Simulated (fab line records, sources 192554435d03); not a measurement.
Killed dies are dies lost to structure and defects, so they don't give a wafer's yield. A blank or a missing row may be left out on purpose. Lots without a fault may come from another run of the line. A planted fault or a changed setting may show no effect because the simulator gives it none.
Chamber matching | flow n5_finfet | N5_BEOL_M3_ALD_84 on ald_metal-04: 4 sister chambers
The step deposits TaN, pulse time 2 s, purge time 3 s, co reactant purge time 2 s. 4 wafers are shown with their chamber, then 10 later ones without.

WAFERS WITH THEIR CHAMBER
wafer  | chamber | heater_power_w (W)
L084.3 | 0       | 428
L087.6 | 1       | 419
L090.1 | 2       | 394
L090.2 | 3       | 439

WAFERS WITHOUT THEIR CHAMBER
wafer  | heater_power_w (W)
L090.5 | 446
L095.1 | 394
L095.3 | 430
L095.4 | 439
L094.1 | 445
L094.4 | 431
L094.6 | 436
L096.1 | 421
L096.3 | 452
L096.4 | 383

WHICH CHAMBER EACH WENT THROUGH
wafer  | from the rows above          | in truth
L090.5 | can't be placed: 3 or 0      | 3
L095.1 | 2                            | 2
L095.3 | can't be placed: 0 or 3 or 1 | 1
L095.4 | can't be placed: 3 or 0      | 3
L094.1 | can't be placed: 3 or 0      | 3
L094.4 | can't be placed: 0 or 3 or 1 | 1
L094.6 | can't be placed: 3 or 0      | 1
L096.1 | can't be placed: 1 or 0      | 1
L096.3 | can't be placed: 3 or 0      | 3
L096.4 | 2                            | 2
Placed correctly: 2 of 10. Can't be placed from these rows: 8 (the true chamber is among the candidates in 7). Placed wrongly: 0.
How it was worked out, from the rows above alone: a wafer's distance from a chamber is the root of the sum, over the readings, of the square of ((its reading less the chamber's mean) divided by the reading's scatter). The wafer belongs to the nearest chamber; if the next one is less than 2 further off, it can't be placed. A chamber's mean is the mean of its shown wafers. The scatter: with one shown wafer a chamber, the root of the mean of the squares of how far each hidden wafer lies from its nearest shown one.
